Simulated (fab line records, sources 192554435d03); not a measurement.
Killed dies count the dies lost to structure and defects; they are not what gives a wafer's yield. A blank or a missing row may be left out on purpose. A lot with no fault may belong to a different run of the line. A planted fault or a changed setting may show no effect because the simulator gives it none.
One fault through the eyes of 2 desks    flow n5 finfet    each desk holds nothing but its own numbers, with what lay behind them at the end

== FROM THE METROLOGY DESK ==
Means of the sampled wafers that have a number, per lot and without regard to the tool the lot ran on: this is what the gauges read. A lot is out of limits, marked OUT, if its mean lies more than 4 standard deviations from the usual mean; the brackets give that distance. Readings shown: 7 of its 10, picked as those furthest out on some lot.
Columns: A = DIBL_N at N5_BEOL_M4_RC_MEAS_101, usual 37.7 mV/V; B = IOFF_P at N5_BEOL_M4_RC_MEAS_101, usual 0.23 nA/um; C = ION_N at N5_BEOL_M4_RC_MEAS_101, usual 681 uA/um; D = ION_P at N5_BEOL_M4_RC_MEAS_101, usual 463 uA/um; E = SS_N at N5_BEOL_M4_RC_MEAS_101, usual 71.9 mV/dec; F = SS_P at N5_BEOL_M4_RC_MEAS_101, usual 73.6 mV/dec; G = VT_P at N5_BEOL_M4_RC_MEAS_101, usual -249 mV
lot   first seen here  A     B     C    D    E     F     G
L626  day 12 01:04     40.5  0.26  694  476  72.5  74.0  -249
L624  day 12 07:17     38.4  0.28  677  465  72.4  73.2  -243
L630  day 13 17:46     37.8  0.23  692  470  72.3  74.6  -248
L632  day 13 18:59     37.6  0.23  685  463  72.7  74.1  -252
L633  day 13 21:57     38.9  0.24  672  459  72.1  73.9  -248
L634  day 14 11:06     34.9  0.20  685  465  71.5  73.0  -250
L639  day 15 08:53     39.1  0.26  684  472  71.8  74.2  -246
L637  day 15 17:26     36.7  0.23  675  460  71.5  73.3  -250
L646  day 17 05:06     38.0  0.25  684  466  72.1  73.4  -248
L647  day 17 18:26     35.6  0.23  676  466  71.5  73.5  -247
This desk's verdict: no lot among the 10 shows anything out of limits.

== FOR THE TOOL OWNER'S DESK: ald metal-01 ==
The tool's own readings at N5_HKMG_FIN_ALD_21 (deposits TiN, target thk 1.5 nm, pulse time 1 s, purge time 3 s): means of the sampled wafers that have a number, for each lot that ran on this tool. A lot is out of limits, marked OUT, if its mean lies more than 4 standard deviations from the usual mean; the brackets give that distance.
Columns: A = chamber pressure Torr at N5_HKMG_FIN_ALD_21, usual 3.000 Torr; B = heater power w at N5_HKMG_FIN_ALD_21, usual 877 W; C = precursor pulse height rel at N5_HKMG_FIN_ALD_21, usual 0.996
lot   first seen here  A      B    C
L630  day 5 23:00      3.002  890  0.982
L632  day 6 09:10      3.006  869  0.990
L634  day 7 01:43      2.998  929  0.996
L637  day 7 15:08      2.998  847  0.983
L639  day 8 01:40      2.997  802  0.992
This desk's verdict: no lot among the 5 shows anything out of limits.

== ALL TOGETHER ==
At the metrology desk, nothing out of limits was observed.
The desk of the tool owner found nothing out of limits.

== WHAT THE SIMULATOR HAD PUT IN ==
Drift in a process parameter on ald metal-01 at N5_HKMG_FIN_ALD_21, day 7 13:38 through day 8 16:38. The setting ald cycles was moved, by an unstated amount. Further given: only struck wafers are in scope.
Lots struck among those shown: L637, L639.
